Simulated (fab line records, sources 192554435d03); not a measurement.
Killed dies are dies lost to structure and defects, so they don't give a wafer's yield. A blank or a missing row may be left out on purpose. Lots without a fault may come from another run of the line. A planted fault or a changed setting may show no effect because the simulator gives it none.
Which tool did it? | flow n5_finfet | 18 lots, 54 wafers sampled, at 2 steps of a route of 1938

WHAT THE GAUGES READ, wafer by wafer
N5_BEOL_M6_OVL_MEAS_29. Usual: V5_OVL 0.0 nm, standard deviation 0.76.
lot  | measured     | on         | V5_OVL (nm)    | flag
L074 | day 9 19:19  | overlay-01 | 0.8 0.4 1.0    |
L076 | day 10 06:20 | overlay-01 | 0.2 0.4 0.7    |
L075 | day 10 06:22 | overlay-02 | 0.1 0.3 0.1    |
L079 | day 11 04:11 | overlay-01 | -0.7 0.2 0.2   |
L077 | day 11 04:12 | overlay-02 | -2.1 -0.4 -1.5 |
L081 | day 11 06:03 | overlay-02 | -0.6 0.8 0.0   |
L080 | day 11 11:42 | overlay-02 | -0.2 1.0 0.6   |
L083 | day 12 03:19 | overlay-02 | -0.9 -1.1 -1.5 |
L084 | day 12 17:56 | overlay-01 | -0.7 -0.2 0.3  |
L085 | day 13 03:50 | overlay-02 | -1.2 -0.7 -0.6 |
L086 | day 13 05:30 | overlay-02 | 0.6 -0.9 -0.9  |
L087 | day 13 10:27 | overlay-01 | 0.0 1.0 0.9    |
L090 | day 14 04:24 | overlay-01 | 0.4 0.4 -0.3   |
L092 | day 14 11:43 | overlay-01 | -0.9 -0.6 -0.3 |
L094 | day 14 23:51 | overlay-01 | 0.7 0.5 -0.5   |
L095 | day 16 00:00 | overlay-02 | -0.4 -0.3 -0.2 |
L096 | day 16 01:51 | overlay-02 | 0.0 0.8 -0.3   |
L097 | day 16 06:54 | overlay-01 | 0.2 -0.8 0.5   |

WHICH TOOL RAN EACH LOT (tool, then ch and the chambers of the sampled wafers, then the start)
lot  | N5_BEOL_M6_DESCUM_16
L074 | rie_diel-04 ch 1,3, day 9 18:15
L076 | rie_diel-03 ch 0,1,2, day 10 02:54
L075 | rie_diel-01 ch 2,3, day 10 03:46
L079 | rie_diel-01 ch 2,3, day 11 01:25
L077 | rie_diel-03 ch 2,3, day 11 01:32
L081 | rie_diel-03 ch 2,3, day 11 05:15
L080 | rie_diel-03 ch 0,2, day 11 10:41
L083 | rie_diel-01 ch 1,3, day 12 01:42
L084 | rie_diel-03 ch 1,2,3, day 12 16:05
L085 | rie_diel-03 ch 0,2, day 13 02:52
L086 | rie_diel-01 ch 1,2,3, day 13 03:02
L087 | rie_diel-03 ch 0,1, day 13 06:56
L090 | rie_diel-01 ch 1,2, day 14 03:01
L092 | rie_diel-01 ch 1,2,3, day 14 10:44
L094 | rie_diel-01 ch 0,1,2, day 14 21:53
L095 | rie_diel-04 ch 2,3, day 15 21:37
L096 | rie_diel-03 ch 0,1,3, day 16 00:50
L097 | rie_diel-01 ch 0,1,3, day 16 04:55
- N5_BEOL_M6_DESCUM_16: chemistry O2, time 7.9 s.

WHAT THE TOOLS THEMSELVES READ (means of the sampled wafers that have a number; where no wafer has one, the mark that the record gives instead)
N5_BEOL_M6_DESCUM_16. Usual: chamber_pressure_mTorr 19.998 mTorr, standard deviation 0.019; drypump_motor_current_A 5.6 A, standard deviation 0.53; oes_product_au 0.81 a.u., standard deviation 0.076; rf_vpp_V 243.7 V, standard deviation 1.5; showerhead_plenum_p_Torr 2.12 Torr, standard deviation 0.084; throttle_valve_pct 20.42 %, standard deviation 0.18.
lot  | tool        | chamber_pressure_mTorr (mTorr) | drypump_motor_current_A (A) | oes_product_au (a.u.) | rf_vpp_V (V) | showerhead_plenum_p_Torr (Torr) | throttle_valve_pct (%) | flag
L074 | rie_diel-04 | 19.996                         | 5.4                         | 0.91                  | 245.5        | 2.22                            | 20.20                  |
L076 | rie_diel-03 | 20.012                         | 5.8                         | 0.84                  | 242.0        | 2.07                            | 20.32                  |
L075 | rie_diel-01 | 20.002                         | 5.7                         | 0.89                  | 244.0        | 2.17                            | 20.37                  |
L079 | rie_diel-01 | 20.002                         | 6.0                         | 0.86                  | 243.3        | 2.11                            | 20.45                  |
L077 | rie_diel-03 | 19.991                         | 5.0                         | 0.71                  | 242.9        | 2.10                            | 20.68                  |
L081 | rie_diel-03 | 19.993                         | 5.0                         | 0.70                  | 243.1        | 2.10                            | 20.69                  |
L080 | rie_diel-03 | 20.032                         | 5.4                         | 0.78                  | 241.9        | 1.99                            | 20.38                  |
L083 | rie_diel-01 | 20.003                         | 5.9                         | 0.84                  | 243.6        | 2.10                            | 20.47                  |
L084 | rie_diel-03 | 19.993                         | 5.5                         | 0.74                  | 243.2        | 2.11                            | 20.57                  |
L085 | rie_diel-03 | 19.993                         | 5.4                         | 0.77                  | 241.6        | 1.99                            | 20.40                  |
L086 | rie_diel-01 | 19.986                         | 5.6                         | 0.85                  | 244.1        | 2.16                            | 20.42                  |
L087 | rie_diel-03 | 19.999                         | 5.8                         | 0.87                  | 243.0        | 2.09                            | 20.21                  |
L090 | rie_diel-01 | 19.990                         | 5.2                         | 0.83                  | 245.0        | 2.21                            | 20.39                  |
L092 | rie_diel-01 | 19.989                         | 5.6                         | 0.83                  | 243.7        | 2.15                            | 20.45                  |
L094 | rie_diel-01 | 20.010                         | 5.4                         | 0.80                  | 244.9        | 2.17                            | 20.39                  |
L095 | rie_diel-04 | 19.993                         | 6.1                         | 0.78                  | 243.9        | 2.13                            | 20.38                  |
L096 | rie_diel-03 | 19.997                         | 5.6                         | 0.88                  | 244.3        | 2.12                            | 20.34                  |
L097 | rie_diel-01 | 19.984                         | 5.7                         | 0.78                  | 243.3        | 2.11                            | 20.48                  |

THE ANSWER, worked out from the rows above alone
Rule: a lot is off if the mean of its wafers that have a number lies more than 3 standard deviations from the usual mean. A lot without any number at a reading at which 4 lots or more have one is off too. The other lots that the step has rows for count as sound. The gauges are gone through in route order, then the tools' own readings, and for those a lot's mean is taken as printed above. The first step at which some lot is off is used, and at that step the reading that is off furthest; a lot without a number counts as furthest.
No lot is off at any reading shown: from this, nothing can be told.

WHAT THE SIMULATOR HAD PUT IN
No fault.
